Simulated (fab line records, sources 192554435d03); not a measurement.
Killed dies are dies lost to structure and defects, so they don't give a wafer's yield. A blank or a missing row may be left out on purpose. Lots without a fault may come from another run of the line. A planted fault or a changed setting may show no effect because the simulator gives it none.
Which tool did it? | flow n5_finfet | 24 lots, 72 wafers sampled, at 5 steps of a route of 1938

WHAT THE GAUGES READ, wafer by wafer
N5_HKMG_FIN_THK_MEAS_70: measures by xrf.
lot  | measured    | on            | HK_THK (nm)
L074 | day 4 05:23 | film_metro-02 | 1.605 1.628 1.603
L075 | day 4 12:31 | film_metro-02 | 1.650 1.620 1.626
L076 | day 4 16:39 | film_metro-01 | 1.610 1.624 1.622
L077 | day 5 00:19 | film_metro-02 | 1.605 1.607 1.625
L078 | day 5 06:38 | film_metro-01 | 1.632 1.625 1.612
L079 | day 5 12:19 | film_metro-01 | 1.624 1.620 1.621
L080 | day 5 15:29 | film_metro-01 | 1.623 1.634 1.629
L081 | day 6 02:08 | film_metro-02 | 1.615 1.602 1.627
L082 | day 6 04:50 | film_metro-02 | 1.634 1.584 1.641
L083 | day 6 09:52 | film_metro-01 | 1.592 1.620 1.611
L084 | day 6 16:28 | film_metro-01 | 1.624 1.628 1.614
L085 | day 6 19:14 | film_metro-01 | 1.625 1.629 1.612
L086 | day 7 08:58 | film_metro-01 | 1.611 1.614 1.595
L087 | day 7 10:26 | film_metro-01 | 1.625 1.639 1.625
L088 | day 7 16:36 | film_metro-01 | 1.637 1.629 1.617
L089 | day 8 01:46 | film_metro-02 | 1.572 1.568 1.600
L090 | day 8 04:20 | film_metro-02 | 1.606 1.603 1.579
L091 | day 8 11:59 | film_metro-01 | 1.625 1.624 1.615
L092 | day 8 14:13 | film_metro-01 | 1.618 1.606 1.614
L093 | day 8 20:29 | film_metro-02 | 1.589 1.587 1.566
L094 | day 9 03:15 | film_metro-01 | 1.624 1.614 1.637
L095 | day 9 08:22 | film_metro-02 | 1.601 1.581 1.574
L096 | day 9 16:05 | film_metro-02 | 1.592 1.575 1.641
L097 | day 9 19:24 | film_metro-02 | 1.625 1.646 1.622

N5_GATE_CUT_CD_MEAS_13: target cd 20 nm.
lot  | measured     | on        | cd_nm (nm)
L074 | day 4 14:41  | cd_sem-03 | 20.0 20.0 20.2
L075 | day 4 21:36  | cd_sem-01 | 19.9 20.4 20.0
L076 | day 5 01:33  | cd_sem-03 | 19.8 20.3 19.9
L077 | day 5 10:00  | cd_sem-01 | 19.7 20.2 19.7
L078 | day 5 15:34  | cd_sem-02 | 19.8 20.0 20.5
L079 | day 5 21:26  | cd_sem-01 | 20.2 20.1 20.0
L080 | day 6 01:40  | cd_sem-02 | 20.3 19.9 20.6
L081 | day 6 11:13  | cd_sem-02 | 20.5 20.6 20.1
L082 | day 6 14:29  | cd_sem-02 | 20.1 19.8 20.0
L083 | day 6 18:53  | cd_sem-03 | 20.2 20.3 20.1
L084 | day 7 01:34  | cd_sem-03 | 20.4 19.7 19.7
L085 | day 7 04:14  | cd_sem-02 | 20.1 20.3 20.0
L086 | day 7 18:16  | cd_sem-03 | 20.0 19.7 20.3
L087 | day 7 20:56  | cd_sem-03 | 19.6 19.6 20.2
L088 | day 8 02:15  | cd_sem-03 | 20.5 19.6 20.2
L089 | day 8 10:55  | cd_sem-02 | 20.7 20.6 20.6
L090 | day 8 13:23  | cd_sem-03 | 20.4 19.7 19.9
L091 | day 8 21:14  | cd_sem-02 | 20.8 20.3 20.2
L092 | day 8 23:25  | cd_sem-03 | 19.7 20.1 19.7
L093 | day 9 05:36  | cd_sem-02 | 20.5 20.0 20.2
L094 | day 9 13:16  | cd_sem-01 | 19.4 19.8 20.2
L095 | day 9 17:31  | cd_sem-02 | 19.8 20.2 20.4
L096 | day 10 01:28 | cd_sem-01 | 19.6 19.5 20.1
L097 | day 10 04:26 | cd_sem-03 | 19.9 19.9 19.9

WHICH TOOL RAN EACH LOT (tool, then ch and the chambers of the sampled wafers, then the start)
lot  | N5_HKMG_FIN_ALD_36                 | N5_HKMG_FIN_ETCH_67               | N5_GATE_CUT_ETCHBACK_00
L074 | ald_metal-03 ch 0,3, day 4 05:06   | rie_diel-06 ch 0,1, day 4 09:04   | rie_metal-02 ch 0,1, day 4 11:06
L075 | ald_metal-03 ch 1,2,3, day 4 12:14 | rie_diel-03 ch 1,2,3, day 4 15:44 | rie_metal-03 ch 0,1, day 4 17:46
L076 | ald_metal-02 ch 1,3, day 4 16:22   | rie_diel-01 ch 0,2,3, day 4 19:56 | rie_metal-03 ch 0,1, day 4 21:59
L077 | ald_metal-02 ch 0,3, day 5 00:02   | rie_diel-03 ch 0,3, day 5 03:49   | rie_metal-01 ch 0,1, day 5 05:50
L078 | ald_metal-01 ch 0,1,3, day 5 06:22 | rie_diel-06 ch 1,3, day 5 10:00   | rie_metal-03 ch 0,1, day 5 12:01
L079 | ald_metal-02 ch 1,2,3, day 5 12:02 | rie_diel-06 ch 0,1,3, day 5 15:41 | rie_metal-02 ch 0,1, day 5 17:43
L080 | ald_metal-01 ch 0,2,3, day 5 15:12 | rie_diel-01 ch 0,1,2, day 5 19:10 | rie_metal-02 ch 0,1, day 5 21:19
L081 | ald_metal-01 ch 0,1,2, day 6 01:52 | rie_diel-01 ch 1,2,3, day 6 05:32 | rie_metal-03 ch 0,1, day 6 07:33
L082 | ald_metal-01 ch 0,3, day 6 04:34   | rie_diel-06 ch 0,1,3, day 6 08:45 | rie_metal-01 ch 0, day 6 10:46
L083 | ald_metal-03 ch 1,2, day 6 09:35   | rie_diel-03 ch 1,2,3, day 6 13:08 | rie_metal-01 ch 0,1, day 6 15:10
L084 | ald_metal-01 ch 0,1, day 6 16:11   | rie_diel-06 ch 1,2,3, day 6 19:52 | rie_metal-01 ch 0,1, day 6 21:55
L085 | ald_metal-03 ch 1,3, day 6 18:57   | rie_diel-03 ch 1,2, day 6 22:28   | rie_metal-02 ch 0,1, day 7 00:29
L086 | ald_metal-02 ch 1,2,3, day 7 08:41 | rie_diel-01 ch 0,1,2, day 7 12:34 | rie_metal-02 ch 0,1, day 7 14:37
L087 | ald_metal-03 ch 0,3, day 7 10:09   | rie_diel-06 ch 0,1,2, day 7 14:19 | rie_metal-03 ch 0, day 7 16:41
L088 | ald_metal-03 ch 0,3, day 7 16:19   | rie_diel-01 ch 1,3, day 7 20:05   | rie_metal-01 ch 0,1, day 7 22:07
L089 | ald_metal-01 ch 0,1,2, day 8 01:29 | rie_diel-01 ch 2,3, day 8 05:11   | rie_metal-02 ch 0,1, day 8 07:12
L090 | ald_metal-02 ch 1,2, day 8 04:02   | rie_diel-03 ch 0,1,3, day 8 07:40 | rie_metal-01 ch 0,1, day 8 09:44
L091 | ald_metal-02 ch 0,1,2, day 8 11:43 | rie_diel-03 ch 0,1,3, day 8 15:28 | rie_metal-02 ch 0,1, day 8 17:41
L092 | ald_metal-03 ch 0,2,3, day 8 13:56 | rie_diel-03 ch 0,1,3, day 8 17:40 | rie_metal-01 ch 0, day 8 19:41
L093 | ald_metal-01 ch 1,2, day 8 20:13   | rie_diel-01 ch 0,3, day 8 23:52   | rie_metal-02 ch 0,1, day 9 01:56
L094 | ald_metal-01 ch 0,2,3, day 9 02:58 | rie_diel-06 ch 1,3, day 9 06:40   | rie_metal-01 ch 1, day 9 08:51
L095 | ald_metal-03 ch 0,1,3, day 9 08:05 | rie_diel-03 ch 0,1,2, day 9 11:39 | rie_metal-02 ch 0,1, day 9 13:40
L096 | ald_metal-01 ch 0,1,3, day 9 15:49 | rie_diel-06 ch 0,1,2, day 9 19:26 | rie_metal-02 ch 0,1, day 9 21:32
L097 | ald_metal-01 ch 0,3, day 9 19:07   | rie_diel-01 ch 0,1,3, day 9 22:45 | rie_metal-02 ch 0,1, day 10 00:47
- N5_HKMG_FIN_ALD_36: deposits TiN, target thk 1 nm, pulse time 1 s, purge time 3 s.
- N5_HKMG_FIN_ETCH_67: etches SOC in N2/H2, stops on TiN, target depth 388.9 nm.
- N5_GATE_CUT_ETCHBACK_00: etches W in SF6/Cl2.

WHAT THE TOOLS THEMSELVES READ (means of the sampled wafers that have a number; where no wafer has one, the mark that the record gives instead)
N5_HKMG_FIN_ALD_36.
lot  | tool         | heater_power_w (W) | precursor_pulse_height_rel
L074 | ald_metal-03 | 842                | 1.011
L075 | ald_metal-03 | 884                | 0.998
L076 | ald_metal-02 | 817                | 0.995
L077 | ald_metal-02 | 827                | 1.018
L078 | ald_metal-01 | 879                | 0.991
L079 | ald_metal-02 | 838                | 1.003
L080 | ald_metal-01 | 860                | 1.025
L081 | ald_metal-01 | 840                | 0.990
L082 | ald_metal-01 | 835                | 1.000
L083 | ald_metal-03 | 930                | 0.981
L084 | ald_metal-01 | 809                | 1.021
L085 | ald_metal-03 | 888                | 1.004
L086 | ald_metal-02 | 855                | 0.998
L087 | ald_metal-03 | 828                | 0.998
L088 | ald_metal-03 | 862                | 1.004
L089 | ald_metal-01 | 835                | 1.005
L090 | ald_metal-02 | 885                | 1.014
L091 | ald_metal-02 | 854                | 1.006
L092 | ald_metal-03 | 802                | 1.005
L093 | ald_metal-01 | 879                | 0.978
L094 | ald_metal-01 | 864                | 1.003
L095 | ald_metal-03 | 906                | 0.976
L096 | ald_metal-01 | 876                | 1.002
L097 | ald_metal-01 | 843                | 0.981

N5_HKMG_FIN_ETCH_67.
lot  | tool        | drypump_motor_current_A (A) | n2_flow_sccm (sccm) | oes_product_au (a.u.) | rf_vpp_V (V) | showerhead_plenum_p_Torr (Torr) | throttle_valve_pct (%)
L074 | rie_diel-06 | 5.8                         | 200.0               | 0.93                  | 242.4        | 2.71                            | 17.60
L075 | rie_diel-03 | 5.7                         | 200.1               | 0.78                  | 241.4        | 2.54                            | 17.93
L076 | rie_diel-01 | 5.8                         | 200.1               | 0.71                  | 240.9        | 2.56                            | 18.03
L077 | rie_diel-03 | 5.8                         | 200.5               | 0.69                  | 241.0        | 2.57                            | 18.15
L078 | rie_diel-06 | 5.8                         | 200.0               | 0.83                  | 241.6        | 2.61                            | 18.01
L079 | rie_diel-06 | 5.7                         | 200.0               | 0.83                  | 242.2        | 2.65                            | 17.89
L080 | rie_diel-01 | 6.1                         | 200.0               | 0.76                  | 241.6        | 2.58                            | 17.81
L081 | rie_diel-01 | 5.7                         | 200.0               | 0.77                  | 239.6        | 2.54                            | 17.81
L082 | rie_diel-06 | 5.6                         | 200.4               | 0.82                  | 242.1        | 2.64                            | 17.90
L083 | rie_diel-03 | 5.7                         | 199.6               | 0.84                  | 241.1        | 2.53                            | 17.81
L084 | rie_diel-06 | 5.8                         | 200.3               | 0.78                  | 241.9        | 2.62                            | 18.01
L085 | rie_diel-03 | 5.8                         | 200.5               | 0.89                  | 240.9        | 2.53                            | 17.76
L086 | rie_diel-01 | 6.1                         | 200.1               | 0.75                  | 241.2        | 2.57                            | 17.83
L087 | rie_diel-06 | 5.5                         | 199.5               | 0.79                  | 242.0        | 2.67                            | 17.90
L088 | rie_diel-01 | 6.1                         | 200.5               | 0.81                  | 240.7        | 2.55                            | 17.58
L089 | rie_diel-01 | 5.4                         | 199.7               | 0.70                  | 240.5        | 2.51                            | 18.06
L090 | rie_diel-03 | 5.9                         | 200.0               | 0.91                  | 240.8        | 2.52                            | 17.71
L091 | rie_diel-03 | 5.9                         | 199.8               | 0.90                  | 240.5        | 2.52                            | 17.71
L092 | rie_diel-03 | 5.8                         | 199.3               | 0.90                  | 240.0        | 2.52                            | 17.71
L093 | rie_diel-01 | 6.3                         | 199.3               | 0.87                  | 241.5        | 2.58                            | 17.76
L094 | rie_diel-06 | 5.8                         | 199.9               | 0.78                  | 241.2        | 2.59                            | 18.08
L095 | rie_diel-03 | 5.7                         | 200.2               | 0.86                  | 241.1        | 2.56                            | 17.83
L096 | rie_diel-06 | 5.6                         | 199.7               | 0.87                  | 242.6        | 2.66                            | 17.76
L097 | rie_diel-01 | 6.2                         | 199.9               | 0.82                  | 241.0        | 2.56                            | 17.68

N5_GATE_CUT_ETCHBACK_00.
lot  | tool         | drypump_motor_current_A (A) | oes_product_au (a.u.) | throttle_valve_pct (%)
L074 | rie_metal-02 | 5.4                         | 0.78                  | 27.53
L075 | rie_metal-03 | 5.3                         | 0.60                  | 27.67
L076 | rie_metal-03 | 5.3                         | 0.60                  | 27.68
L077 | rie_metal-01 | 5.9                         | 0.66                  | 27.80
L078 | rie_metal-03 | 5.5                         | 0.61                  | 27.77
L079 | rie_metal-02 | 5.8                         | 0.73                  | 27.61
L080 | rie_metal-02 | 5.8                         | 0.73                  | 27.61
L081 | rie_metal-03 | 5.5                         | 0.62                  | 27.77
L082 | rie_metal-01 | 5.7                         | 0.61                  | 27.59
L083 | rie_metal-01 | 5.8                         | 0.63                  | 27.69
L084 | rie_metal-01 | 5.8                         | 0.63                  | 27.69
L085 | rie_metal-02 | 5.4                         | 0.77                  | 27.54
L086 | rie_metal-02 | 5.4                         | 0.76                  | 27.54
L087 | rie_metal-03 | 5.7                         | 0.62                  | 27.87
L088 | rie_metal-01 | 6.0                         | 0.65                  | 27.81
L089 | rie_metal-02 | 5.4                         | 0.76                  | 27.54
L090 | rie_metal-01 | 5.8                         | 0.63                  | 27.70
L091 | rie_metal-02 | 5.8                         | 0.72                  | 27.62
L092 | rie_metal-01 | 5.6                         | 0.60                  | 27.59
L093 | rie_metal-02 | 5.8                         | 0.72                  | 27.63
L094 | rie_metal-01 | 6.1                         | 0.66                  | 27.94
L095 | rie_metal-02 | 5.7                         | 0.72                  | 27.62
L096 | rie_metal-02 | 5.4                         | 0.75                  | 27.55
L097 | rie_metal-02 | 5.8                         | 0.72                  | 27.63

THE ANSWER, worked out from the rows above alone
Rule: what is usual is taken from the lots themselves. Put in order of their means at a reading, lots are off if they are a third of the lots or fewer, leave a main group of 4 or more, and stand apart from it by a gap of 3 or more times the standard deviation of the main group's means; of several such gaps the widest counts. A main group whose means are all the same, to the digits that the tables above print for the reading, isn't used. A lot without any number at a reading at which 4 lots or more have one is off too. The other lots that the step has rows for count as sound. The gauges are gone through in route order, then the tools' own readings, and for those a lot's mean is taken as printed above. The first step at which some lot is off is used, and at that step the reading that is off furthest; a lot without a number counts as furthest.
No lot is off at any reading shown: from this, nothing can be told.

WHAT THE SIMULATOR HAD PUT IN
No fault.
